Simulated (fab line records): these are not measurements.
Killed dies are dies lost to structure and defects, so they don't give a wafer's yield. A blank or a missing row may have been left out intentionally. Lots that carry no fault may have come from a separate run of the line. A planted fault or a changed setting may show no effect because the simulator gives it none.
Split-lot trial | flow n5_finfet | 21 wafers read across 7 lots, on a route 1938 steps long

## THE SPLIT ITSELF
At N5_FIN_SAQP_PECVD_06 (deposits a-Si from SiH4/He, target thk 60 nm, time 48.1 s), the setting time_s was moved away from the recipe's 48.1 s on 9 of the 21 wafers read, by -13.3% to +10.2%. All remaining wafers had this setting at the recipe value.

## FROM THE SPLIT TO THE READING: what the file shows between them, 8 steps
- N5_FIN_SAQP_THK_MEAS_07
- N5_FIN_SAQP_PEB_14: peb time 60 s (also split here: peb_time_s)
- N5_FIN_SAQP_DEVELOP_15: develop time 30 s
- N5_FIN_SAQP_CD_MEAS_16: target cd 35.6 nm
- N5_FIN_SAQP_ETCH_52: etches SOC in N2/H2, target depth 100 nm, overetch 20 nm, time 150 s
- N5_FIN_SAQP_STRIP_53: strips in N2/H2
- N5_FIN_SAQP_HM_OPEN_73: chemistry CHF3/O2, target SiO2, stops on a-Si, target depth 12 nm, time 16.8 s
- N5_FIN_SAQP_STRIP_74: strips in CHF3/O2

## THE READING
oes_product_au, in a.u., at N5_FIN_SAQP_MANDREL_ETCH_22 (etches a-Si in HBr/Cl2, stops on SiNx, target depth 60 nm, bt time 10 s, time 30 s). Fault-free wafers of this fab line usually give 0.767 a.u., standard deviation 0.014 a.u.

wafer  | tool, chamber at the split | time_s as run, s | against the recipe | oes_product_au, a.u. | against lot-mates on the recipe
L074.1 | pecvd-04, 1                | 53.03            | +10.2%             | 0.830                | +0.065
L074.3 | pecvd-04, 0                | 48.1             | recipe             | 0.765                | -
L074.5 | pecvd-04, 0                | 53.03            | +10.2%             | 0.833                | +0.068
L077.1 | pecvd-04, 1                | 48.1             | recipe             | 0.777                | -
L077.3 | pecvd-04, 0                | 51.35            | +6.8%              | 0.802                | +0.025
L077.6 | pecvd-04, 1                | 51.35            | +6.8%              | 0.818                | +0.041
L079.1 | pecvd-01, 0                | 48.1             | recipe             | 0.747                | -
L079.3 | pecvd-01, 1,0              | 48.1             | recipe             | 0.742                | -
L079.6 | pecvd-01, 1,0              | 48.1             | recipe             | 0.751                | -
L083.1 | pecvd-02, 2                | 48.1             | recipe             | 0.761                | -
L083.5 | pecvd-02, 0                | 48.1             | recipe             | 0.780                | -
L083.6 | pecvd-02, 1                | 42.32            | -12.0%             | 0.711                | -0.059
L086.1 | pecvd-02, 1                | 44.63            | -7.2%              | 0.746                | -0.028
L086.2 | pecvd-02, 0                | 48.1             | recipe             | 0.769                | -
L086.3 | pecvd-02, 2                | 48.1             | recipe             | 0.778                | -
L087.1 | pecvd-01, 0                | 48.1             | recipe             | 0.776                | -
L087.5 | pecvd-01, 0                | 44.76            | -6.9%              | 0.749                | -0.027
L087.6 | pecvd-01, 1                | 44.76            | -6.9%              | 0.745                | -0.031
L095.1 | pecvd-04, 1                | 41.69            | -13.3%             | 0.676                | -0.086
L095.3 | pecvd-04, 2                | 48.1             | recipe             | 0.737                | -
L095.4 | pecvd-04, 1                | 48.1             | recipe             | 0.787                | -
If several chambers appear in one row, that row covers several wafers at once and the file leaves open which wafer was in which chamber.

FIT RESULTS
A straight line over all 21 wafers: oes_product_au changes by +0.0055 a.u. for each +1% of time_s; r = +0.91; the points scatter about the line by 0.016 a.u.
The same after taking each lot's own level away (the mean of its wafers on the recipe; 21 wafers): +0.00556 a.u. for each +1%; r = +0.95; scatter 0.011 a.u.
Per that fit: largest time_s move, reading shift of 0.074 a.u.
The lots' own levels span 0.7467 to 0.7770 a.u., that is 2.2 times the standard deviation above.
The two slopes are in agreement: the lot-to-lot level therefore moves the slope only a little.
Check: for one of the wafers moved furthest among these (-13.3%), held out of the fit, the line's prediction against its lot-mates is -0.0676 a.u. Against them it came out at -0.086 a.u.

## FURTHER SPLITS ON THESE WAFERS
Before the reading, these wafers also passed through other splits. Each is held against what the fit with the lots' levels taken away leaves over:
other split on the same wafers | wafers away from the commonest value | r with oes_product_au (lot level and that fit taken away)
N5_FIN_SAQP_PEB_14 peb_time_s  | 4                                    | +0.01

## THE WHOLE CHAIN: every reading that the file lists as answering this split, in the file's order
step                        | what it does                                                                       | reading                                                                           | change (the file's fit)                   | r (the file's)
N5_FIN_SAQP_PECVD_06        | deposits a-Si from SiH4/He, target thk 60 nm, time 48.1 s                          | a-Si_of_FIN_SAQP_PECVD_06.thk_nm (the simulator's own value, which no gauge read) | +0.641 nm for each +1% of the setting     | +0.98
N5_FIN_SAQP_THK_MEAS_07     |                                                                                    | thk_nm                                                                            | withheld for each +1% of the setting      | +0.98
N5_FIN_SAQP_HM_OPEN_73      | chemistry CHF3/O2, target SiO2, stops on a-Si, target depth 12 nm, time 16.8 s     | a-Si_of_FIN_SAQP_PECVD_06.thk_nm (the simulator's own value, which no gauge read) | +0.646 nm for each +1% of the setting     | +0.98
N5_FIN_SAQP_MANDREL_ETCH_22 | etches a-Si in HBr/Cl2, stops on SiNx, target depth 60 nm, bt time 10 s, time 30 s | oes_product_au                                                                    | +0.00553 a.u. for each +1% of the setting | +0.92
N5_FIN_SAQP_MANDREL_ETCH_22 | etches a-Si in HBr/Cl2, stops on SiNx, target depth 60 nm, bt time 10 s, time 30 s | etch.depth_nm (the simulator's own value, which no gauge read)                    | +0.646 nm for each +1% of the setting     | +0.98

## THE FILE'S OWN FIT
oes_product_au changes by +0.00553 a.u. for each +1% of time_s, r = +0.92.
